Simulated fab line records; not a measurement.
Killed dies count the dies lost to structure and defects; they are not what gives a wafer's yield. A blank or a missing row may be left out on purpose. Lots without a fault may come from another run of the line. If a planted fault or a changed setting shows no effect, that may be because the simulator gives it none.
A struck lot beside a sound one | flow n5 finfet | 32 steps out of a route of 1938
Sound: these wafers, L122.1, L122.2, L122.6. Struck: wafer L133.2. (L133.3 of the same lot was not struck and is left out.) The cause comes at the end.
Order at every step that has rows: each side's tool, ch and its chambers, its first start. Under that, the readings that differ: sound wafers | struck wafers | difference of the means | sigmas: that difference in standard deviations of wafers without a fault.
alike: words and numbers the same on both sides, and readings whose means are apart by under 2 such deviations; not compared: readings that were withheld, readings missing a value for some wafer, numbers with overlapping values and no deviation given by the record, and bounds like >300 which may hide the same value.
Wherever a step has rows on one side only, a row that says differs or no value, or a row with sigmas, the two part there. Numbers that have no deviation but don't overlap get no sigmas and don't part them. A reading missing from all wafers of one side parts the sides only when that side holds two or more wafers.

first, 8 steps without rows for these wafers: N5_ILD0_LINER_00 (material SiNx, target thk 4 nm, pulse time 1 s, purge time 2 s); N5_ILD0_FCVD_FILL_01 (material SiO2 flowable, target thk 200 nm, time 328.3 s); N5_ILD0_CURE_02 (time 1800 s); N5_ILD0_CMP_03 (polishes, stops on SiNx, t overpolish 1.9 s, target thk 197.38 nm); N5_ILD0_CMP_07 (polishes SiO2 flowable, stops on poly-Si, t overpolish 1.18 s, target thk 138.88 nm); N5_ILD0_PRECLEAN_10 (cleans in NF3:NH3, afs cycles 5, time 20 s, sublimation time 60 s); N5_ILD0_ALD_15 (deposits SiNx, target thk 24 nm, pulse time 1 s, ald cycles 480); N5_ILD0_CMP_12 (polishes SiNx, stops on poly-Si, t overpolish 6 s, target thk 17.67 nm).
N5_SDB_HM_DEP_00: deposits SiNx from SiH4/NH3/N2, target thk 40 nm, time 35.3 s.
  sound on pecvd-03 ch 0,1,2, day 4 04:22; struck on pecvd-03 ch 2, day 7 05:42
  reading                                 | sound        | struck | difference | sigmas
  model.SiNx_of_SDB_HM_DEP_00.thk nm (nm) | 39.4 40 40.8 | 25.2   | -14.9      |
  alike: chamber pressure Torr, heater power w, showerhead plenum p Torr, throttle valve pct
then, 13 steps without rows for these wafers: N5_SDB_COAT_03 (time 60 s, resist thk 100 nm); N5_SDB_COAT_04 (time 60 s, resist thk 18 nm); N5_SDB_COAT_05 (resist thk 90 nm); N5_SDB_EBR_07; N5_SDB_SOFTBAKE_06 (time 60 s); N5_SDB_EXPOSE_08 (exposes mask SDB); N5_SDB_PEB_09 (peb time 60 s); N5_SDB_DEVELOP_10 (develop time 30 s); N5_SDB_DESCUM_16 (chemistry O2, time 7.9 s); N5_SDB_ETCH_17 (etches SiARC in CF4, target depth 23.4 nm, time 39 s); N5_SDB_ETCH_18 (etches SOC in N2/H2, target depth 100 nm, overetch 20 nm, time 150 s); N5_SDB_STRIP_19 (strips in N2/H2); N5_SDB_STRIP_21 (strips in CF4).
N5_SDB_HM_OPEN_20: chemistry CH3F/O2, target SiNx, stops on poly-Si, target depth 24 nm.
  sound on rie diel-06 ch 0,1,2, day 4 05:07; struck on rie diel-06 ch 3, day 7 06:32
  reading                  | sound             | struck | difference | sigmas
  oes product au (a.u.)    | 0.58 0.80 0.59    | 0.39   | -0.27      | -3
  model.etch.depth nm (nm) | 23.38 24.08 24.78 | 9.231  | -14.849    |
  alike: bias w, drypump motor current A, mfc ar sccm, rf vpp V, showerhead plenum p Torr, throttle valve pct
  not compared: rf hours counter h
then, 5 steps without rows for these wafers: N5_SDB_STRIP_22 (strips in N2/H2); N5_SDB_PRECLEAN_23 (cleans in dHF, time 30 s); N5_SDB_DUMMY_REMOVE_24 (chemistry TMAH, target poly-Si, stops on SiO2, target depth 142 nm, time 57 s, rinse time 30 s); N5_SDB_ETCH_25 (etches SiO2 in C4F6/O2, target depth 10 nm, time 3.3 s); N5_SDB_CUT_ETCH_26 (etches Si in HBr/Cl2/O2, target depth 129.6 nm, bt time 20 s, time 51.8 s).
N5_SDB_PRECLEAN_38: cleans in dHF, time 10 s.
  sound on wet bench-02 ch 0,3,7, day 4 05:37; struck on wet bench-03 ch 7, day 7 07:18
  reading                                 | sound        | struck | difference | sigmas
  model.SiNx_of_SDB_HM_DEP_00.thk nm (nm) | 21.6 21.4 23 | 7.2    | -14.8      |
then, 1 step without rows for these wafers: N5_SDB_PRECLEAN_39 (cleans in O3/DIW, time 45 s).
-- the record jumps here: 4 days lie between the struck wafers' starts before and after (it left off in module SDB and takes up again in module BEOL_M4, whose first step shown is number 1111 of the route) --
N5_BEOL_M4_RC_MEAS_101:
  sound on prober-02 ch 0, day 8 12:55; struck on prober-01 ch 0, day 11 11:01
  alike: DIBL_N, DIBL_P, IOFF_N, IOFF_P, ION_N, ION_P, SS_N, SS_P, VT_N, VT_P
-- record jumps: 4 days separate the struck wafers' starts on either side; left off in module BEOL_M4, taken up again in module PASSIVATION, whose first shown step is the route's number 1936 --
N5_PASSIVATION_PROBE_49:
  the record has rows for the struck wafers here (prober-01, day 15 19:34) and none for the sound ones

== WHERE THEY PART ==
Earliest at N5_SDB_HM_OPEN_20; latest, in this record, at N5_PASSIVATION_PROBE_49.

WHY: the cause the simulator had injected
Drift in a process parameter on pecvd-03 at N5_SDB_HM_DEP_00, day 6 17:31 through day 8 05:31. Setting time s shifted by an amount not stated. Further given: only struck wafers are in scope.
